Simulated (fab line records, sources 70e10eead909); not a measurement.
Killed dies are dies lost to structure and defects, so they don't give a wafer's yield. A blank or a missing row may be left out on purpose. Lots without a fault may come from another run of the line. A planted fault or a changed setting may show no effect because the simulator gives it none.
A struck lot beside a sound one | flow nand_harc | 14 steps out of a route of 1159
Sound: wafers L732.3, L732.4, L732.5. Struck: wafers L739.1, L739.4, L739.6. The cause comes at the end.
At each step with rows: each side's tool, then ch and its chambers, then its first start. Under that, the readings that differ: sound wafers | struck wafers | difference of the means | sigmas: that difference in standard deviations of wafers without a fault.
alike: readings whose means differ by less than 2 such deviations, and words and numbers that are the same on both sides. not compared: withheld readings, readings that some wafer has no value for, bounds like >300 that may hide the same value, and numbers for which the record gives no deviation and whose values overlap.
The two part at a step that has a row with sigmas, a row that says differs or no value, or rows on one side only. Numbers that don't overlap but have no deviation are shown without sigmas and don't part them. A reading that every wafer of one side lacks parts them only if that side has two wafers or more.

NHARC_A_M0_CMP_23: polishes, t overpolish 20 s, target thk 113.75 nm.
  sound on cmp-02 ch 1,2,3, day 23 10:37; struck on cmp-01 ch 0,3, day 24 01:14
  alike: motor_current_A, time_to_endpoint_s
NHARC_A_M0_THK_MEAS_24: measures by xrf.
  sound on film_metro-02, day 23 10:53; struck on film_metro-01, day 24 01:31
  alike: thk_nm
then, 1 step without rows for these wafers: NHARC_A_M0_SRD_25.
NHARC_A_M0_INSPECT_27:
  sound on defect_inspect-01, day 23 11:02; struck on defect_inspect-02, day 24 01:41
  alike: raw_defect_count
NHARC_A_M0_PRE_CLEAN_31: time 12 s.
  sound on pecvd-02 ch 0,1, day 23 11:07; struck on pecvd-03 ch 0,1,2, day 24 01:44
  alike: heater_power_w
  not compared: since_wet_clean_h
NHARC_A_M0_DEP_32: deposits SiCN, target thk 30 nm.
  sound on pecvd-02 ch 0,1, day 23 11:11; struck on pecvd-03 ch 0,1,2, day 24 01:49
  alike: heater_power_w
  not compared: since_wet_clean_h
then, 5 steps without rows for these wafers: NHARC_A_M1_DEP_00 (deposits SiOC, target thk 182.5 nm); NHARC_A_M1_DEHYDRATE_01 (time 120 s); NHARC_A_M1_HMDS_02 (time 30 s); NHARC_A_M1_COAT_34 (time 65 s); NHARC_A_M1_COAT_03 (resist thk 90 nm).
NHARC_A_M1_SOFTBAKE_04: time 55 s.
  sound on litho_track-01 ch 0, day 23 11:00; struck on litho_track-06 ch 0, day 24 02:00
  reading                  | sound                | struck               | difference | sigmas
  heater_power_total_W (W) | 188.62 188.34 188.63 | 189.81 189.94 189.94 | +1.37      | +10
  plate_temp_C (C)         | 105.24 105.21 105.06 | 104.79 105.03 104.83 | -0.29      | -2
then, 2 steps without rows for these wafers: NHARC_A_M1_EBR_05; NHARC_END_SORT_01.

WHERE THEY PART
Only at NHARC_A_M1_SOFTBAKE_04, within this record.

WHY: what the simulator had put in
Process parameter drift: litho_track-06, from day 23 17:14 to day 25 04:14, at NHARC_A_M1_SOFTBAKE_04. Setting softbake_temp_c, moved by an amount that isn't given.
